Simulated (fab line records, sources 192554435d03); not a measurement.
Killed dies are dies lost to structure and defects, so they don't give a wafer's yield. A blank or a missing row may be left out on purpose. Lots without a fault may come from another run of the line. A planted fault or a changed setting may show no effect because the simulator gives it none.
Which tool did it? | flow n5_finfet | 8 lots, 24 wafers sampled, at 6 steps of a route of 1938

WHAT THE GAUGES READ, wafer by wafer
N5_SD_EPI_P_INSPECT_26: inspects for defects (darkfield).
lot  | measured    | on                | raw_defect_count
L523 | day 4 21:36 | defect_inspect-01 | 153 194 626
L530 | day 6 15:58 | defect_inspect-01 | 205 218 207
L533 | day 7 14:11 | defect_inspect-01 | 149 168 205
L534 | day 7 16:17 | defect_inspect-01 | 174 203 142
L536 | day 8 05:57 | defect_inspect-01 | 173 156 164
L538 | day 8 14:33 | defect_inspect-01 | 195 265 179
L539 | day 8 23:04 | defect_inspect-01 | 218 251 252
L540 | day 9 03:21 | defect_inspect-02 | 213 197 175

N5_BEOL_M4_RC_MEAS_101.
lot  | measured     | on        | DIBL_N (mV/V)  | DIBL_P (mV/V)  | IOFF_N (nA/um)    | IOFF_P (nA/um) | ION_N (uA/um) | ION_P (uA/um) | SS_N (mV/dec)  | SS_P (mV/dec)  | VT_N (mV)   | VT_P (mV)
L523 | day 10 20:47 | prober-01 | 36.7 29.2 34.0 | 36.9 27.8 34.2 | 0.172 0.072 0.124 | 0.21 0.10 0.16 | 675 628 651   | 459 436 449   | 72.3 69.8 71.8 | 73.8 72.0 73.0 | 249 263 255 | -252.4 -260.2 -253.9
L530 | day 11 07:22 | prober-01 | 34.3 36.0 36.5 | 33.8 36.2 36.8 | 0.124 0.150 0.172 | 0.18 0.21 0.24 | 679 687 688   | 469 471 470   | 71.9 72.0 71.8 | 72.3 72.4 73.6 | 254 249 247 | -251.6 -249.7 -248.1
L533 | day 14 03:11 | prober-02 | 35.6 34.3 36.8 | 36.8 33.9 37.6 | 0.138 0.111 0.154 | 0.20 0.16 0.21 | 676 669 672   | 467 466 458   | 71.4 71.0 71.3 | 73.2 72.4 73.4 | 252 255 252 | -252.4 -254.0 -252.4
L534 | day 12 17:07 | prober-01 | 35.2 33.5 33.7 | 37.0 35.2 36.4 | 0.166 0.137 0.148 | 0.22 0.18 0.20 | 679 678 678   | 457 461 467   | 72.0 70.9 70.8 | 74.0 72.5 73.4 | 247 252 249 | -252.0 -254.6 -253.4
L536 | day 14 03:51 | prober-01 | 35.2 36.2 37.1 | 35.2 36.5 38.4 | 0.151 0.167 0.194 | 0.20 0.22 0.26 | 655 669 677   | 453 463 463   | 72.2 72.6 71.3 | 73.2 73.1 73.8 | 251 248 246 | -252.5 -248.8 -247.0
L538 | day 14 06:23 | prober-02 | 38.2 36.5 33.5 | 38.3 36.2 32.3 | 0.193 0.149 0.112 | 0.24 0.22 0.16 | 678 677 671   | 463 461 467   | 72.3 71.6 71.1 | 73.8 72.4 71.8 | 246 252 251 | -248.2 -249.9 -253.5
L539 | day 14 12:19 | prober-01 | 35.8 37.0 33.9 | 35.3 37.5 33.2 | 0.138 0.159 0.114 | 0.20 0.23 0.16 | 668 661 651   | 456 460 450   | 71.2 71.6 70.2 | 73.1 72.8 72.4 | 250 250 254 | -249.3 -248.0 -253.4
L540 | day 15 05:55 | prober-01 | 35.6 40.4 37.9 | 34.8 40.9 37.7 | 0.137 0.234 0.171 | 0.18 0.28 0.23 | 667 680 670   | 456 461 460   | 71.4 73.2 72.4 | 73.4 74.8 74.4 | 254 244 247 | -254.8 -247.3 -250.3

WHICH TOOL RAN EACH LOT (tool, then ch and the chambers of the sampled wafers, then the start)
lot  | N5_SD_EPI_P_ETCH_47               | N5_SD_EPI_P_ETCH_16               | N5_SD_EPI_P_SD_RECESS_17        | N5_ILD0_LINER_00
L523 | rie_diel-01 ch 0,1,3, day 4 18:23 | rie_diel-01 ch 0,1,3, day 4 18:29 | rie_si-01 ch 0,1, day 4 18:34   | ald_sin-01 ch 1,2, day 4 22:55
L530 | rie_diel-06 ch 0,2,3, day 6 11:53 | rie_diel-06 ch 0,2,3, day 6 11:59 | rie_si-02 ch 2,3, day 6 12:04   | ald_sin-04 ch 0,1, day 6 17:02
L533 | rie_diel-01 ch 2,3, day 7 10:09   | rie_diel-01 ch 2,3, day 7 10:15   | rie_si-04 ch 0,2,3, day 7 10:19 | ald_sin-03 ch 0,1,3, day 7 14:59
L534 | rie_diel-01 ch 1,2,3, day 7 12:58 | rie_diel-01 ch 1,2,3, day 7 13:04 | rie_si-04 ch 1,2,3, day 7 13:08 | ald_sin-03 ch 0,2, day 7 17:05
L536 | rie_diel-01 ch 0,1,2, day 8 02:44 | rie_diel-01 ch 0,1,2, day 8 02:50 | rie_si-02 ch 0,1,2, day 8 02:55 | ald_sin-03 ch 0,1,2, day 8 06:45
L538 | rie_diel-01 ch 0,3, day 8 11:20   | rie_diel-01 ch 0,3, day 8 11:26   | rie_si-01 ch 1,2,3, day 8 11:31 | ald_sin-04 ch 0,2, day 8 15:22
L539 | rie_diel-01 ch 1,2,3, day 8 19:01 | rie_diel-01 ch 1,2,3, day 8 19:07 | rie_si-01 ch 0,1,2, day 8 19:11 | ald_sin-01 ch 0,2,3, day 8 23:51
L540 | rie_diel-01 ch 0,3, day 9 00:08   | rie_diel-01 ch 0,3, day 9 00:14   | rie_si-04 ch 2,3, day 9 00:18   | ald_sin-01 ch 1,2,3, day 9 04:16
- N5_SD_EPI_P_ETCH_47: etches SiOCN in CH3F/O2, target depth 25 nm.
- N5_SD_EPI_P_ETCH_16: etches SiO2 in CHF3/O2, target depth 5 nm.
- N5_SD_EPI_P_SD_RECESS_17: chemistry HBr/Cl2/O2, target depth 39.1 nm, bt time 3 s.
- N5_ILD0_LINER_00: material SiNx, target thk 4 nm, pulse time 1 s, purge time 2 s.

WHAT THE TOOLS THEMSELVES READ (means of the sampled wafers that have a number; where no wafer has one, the mark that the record gives instead)
N5_SD_EPI_P_ETCH_47.
lot  | tool        | CH3F_flow_sccm (sccm) | drypump_motor_current_A (A) | oes_product_au (a.u.) | rf_vpp_V (V) | showerhead_plenum_p_Torr (Torr) | throttle_valve_pct (%)
L523 | rie_diel-01 | 30.04                 | 5.82                        | 0.82                  | 126.4        | 2.04                            | 16.27
L530 | rie_diel-06 | 29.98                 | 5.91                        | 0.79                  | 126.3        | 1.98                            | 16.42
L533 | rie_diel-01 | 29.94                 | 5.58                        | 0.79                  | 128.1        | 1.98                            | 16.18
L534 | rie_diel-01 | 30.02                 | 5.82                        | 0.80                  | 128.1        | 2.01                            | 16.38
L536 | rie_diel-01 | 29.98                 | 5.83                        | 0.85                  | 127.1        | 2.02                            | 16.32
L538 | rie_diel-01 | 29.98                 | 5.60                        | 0.78                  | 126.6        | 2.00                            | 16.12
L539 | rie_diel-01 | 30.03                 | 5.81                        | 0.79                  | 127.1        | 2.01                            | 16.40
L540 | rie_diel-01 | 30.08                 | 5.58                        | 0.77                  | 126.2        | 2.00                            | 16.14

N5_SD_EPI_P_ETCH_16.
lot  | tool        | drypump_motor_current_A (A) | oes_product_au (a.u.) | rf_vpp_V (V) | showerhead_plenum_p_Torr (Torr) | throttle_valve_pct (%)
L523 | rie_diel-01 | 5.83                        | 0.82                  | 519          | 2.46                            | 18.86
L530 | rie_diel-06 | 5.91                        | 0.79                  | 516          | 2.38                            | 18.98
L533 | rie_diel-01 | 5.57                        | 0.79                  | 525          | 2.38                            | 18.74
L534 | rie_diel-01 | 5.81                        | 0.80                  | 524          | 2.42                            | 18.96
L536 | rie_diel-01 | 5.82                        | 0.85                  | 523          | 2.43                            | 18.92
L538 | rie_diel-01 | 5.60                        | 0.77                  | 520          | 2.42                            | 18.69
L539 | rie_diel-01 | 5.78                        | 0.78                  | 525          | 2.42                            | 18.98
L540 | rie_diel-01 | 5.61                        | 0.77                  | 519          | 2.42                            | 18.69

N5_SD_EPI_P_SD_RECESS_17.
lot  | tool      | drypump_motor_current_A (A) | oes_product_au (a.u.) | throttle_valve_pct (%)
L523 | rie_si-01 | 5.4                         | 0.997                 | 37.02
L530 | rie_si-02 | 5.7                         | 1.008                 | 37.36
L533 | rie_si-04 | 5.2                         | 0.997                 | 37.27
L534 | rie_si-04 | 5.7                         | 1.000                 | 37.15
L536 | rie_si-02 | 5.6                         | 1.011                 | 37.32
L538 | rie_si-01 | 5.7                         | 0.998                 | 37.08
L539 | rie_si-01 | 5.4                         | 0.993                 | 36.98
L540 | rie_si-04 | 5.5                         | 1.010                 | 37.32

N5_ILD0_LINER_00.
lot  | tool       | heater_power_w (W) | precursor_pulse_height_rel
L523 | ald_sin-01 | 842                | 0.997
L530 | ald_sin-04 | 905                | 0.995
L533 | ald_sin-03 | 895                | 1.014
L534 | ald_sin-03 | 921                | 1.012
L536 | ald_sin-03 | 901                | 1.001
L538 | ald_sin-04 | 929                | 1.002
L539 | ald_sin-01 | 787                | 1.008
L540 | ald_sin-01 | 812                | 0.993

THE ANSWER, worked out from the rows above alone
Rule: what is usual is taken from the lots themselves. Put in order of their means at a reading, lots are off if they are a third of the lots or fewer, leave a main group of 4 or more, and stand apart from it by a gap of 3 or more times the standard deviation of the main group's means; of several such gaps the widest counts. A main group whose means are all the same, to the digits that the tables above print for the reading, isn't used. A lot without any number at a reading at which 4 lots or more have one is off too. The other lots that the step has rows for count as sound. The gauges are gone through in route order, then the tools' own readings, and for those a lot's mean is taken as printed above. The first step at which some lot is off is used, and at that step the reading that is off furthest; a lot without a number counts as furthest.
Off: L523, at N5_SD_EPI_P_INSPECT_26 (raw_defect_count). The main group: mean 196, standard deviation 25.
A tool fits if, at a process step before that reading, it ran every lot that is off, and no sound lot after the first of them. The gauges at N5_SD_EPI_P_INSPECT_26 aren't tried: what is off there is off at N5_BEOL_M4_RC_MEAS_101 too, on other tools, and a gauge's error can't cause that. None of those tried fits.

WHAT THE SIMULATOR HAD PUT IN
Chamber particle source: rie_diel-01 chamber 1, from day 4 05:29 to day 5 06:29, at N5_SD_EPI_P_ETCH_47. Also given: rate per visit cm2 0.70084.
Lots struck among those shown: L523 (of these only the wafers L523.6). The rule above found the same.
